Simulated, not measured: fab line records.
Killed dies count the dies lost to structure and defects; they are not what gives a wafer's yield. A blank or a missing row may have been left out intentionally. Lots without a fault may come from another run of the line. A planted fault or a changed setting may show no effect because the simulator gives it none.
Chamber matching || flow nand harc || pecvd-03 running NHARC_P_M2_DEP_33: 3 sister chambers
The step deposits SiCN, target thk 30 nm. 3 wafers are shown with their chamber, then 10 later ones without.

== WAFERS WITH THEIR CHAMBER ==
{"wafer": "L086.2", "chamber": 2, "heater power w (W)": 688}
{"wafer": "L085.3", "chamber": 1, "heater power w (W)": 625}
{"wafer": "L085.4", "chamber": 0, "heater power w (W)": 567}

== WAFERS WHOSE CHAMBER IS MISSING ==
{"wafer": "L085.5", "heater power w (W)": 656}
{"wafer": "L091.2", "heater power w (W)": 560}
{"wafer": "L091.3", "heater power w (W)": 614}
{"wafer": "L091.4", "heater power w (W)": 457}
{"wafer": "L094.1", "heater power w (W)": 654}
{"wafer": "L094.2", "heater power w (W)": 743}
{"wafer": "L094.3", "heater power w (W)": 498}
{"wafer": "L095.1", "heater power w (W)": 488}
{"wafer": "L095.4", "heater power w (W)": 728}
{"wafer": "L095.5", "heater power w (W)": 484}

== THE CHAMBER EACH PASSED THROUGH ==
{"wafer": "L085.5", "from the rows above": "can't be placed: 1 or 2 or 0", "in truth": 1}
{"wafer": "L091.2", "from the rows above": "can't be placed: 0 or 1", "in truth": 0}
{"wafer": "L091.3", "from the rows above": "can't be placed: 1 or 0 or 2", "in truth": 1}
{"wafer": "L091.4", "from the rows above": "can't be placed: 0 or 1", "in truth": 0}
{"wafer": "L094.1", "from the rows above": "can't be placed: 1 or 2 or 0", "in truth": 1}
{"wafer": "L094.2", "from the rows above": "can't be placed: 2 or 1", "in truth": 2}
{"wafer": "L094.3", "from the rows above": "can't be placed: 0 or 1", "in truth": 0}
{"wafer": "L095.1", "from the rows above": "can't be placed: 0 or 1", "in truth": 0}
{"wafer": "L095.4", "from the rows above": "can't be placed: 2 or 1", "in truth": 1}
{"wafer": "L095.5", "from the rows above": "can't be placed: 0 or 1", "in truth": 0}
Correct placement for 0 of the 10. Unplaceable from these rows: 10, with the true chamber sitting among the candidates in 10. 0 placed wrongly.
How it was worked out, from the rows above alone: a wafer's distance from a chamber is the root of the sum, over the readings, of the square of ((its reading less the chamber's mean) divided by the reading's scatter). The wafer belongs to the nearest chamber; if the next one is less than 2 further off, it can't be placed. The mean given for a chamber averages the wafers shown for that chamber. The scatter (one wafer shown for each chamber): square how far every hidden wafer sits from the nearest shown wafer, average those squares and take the square root.
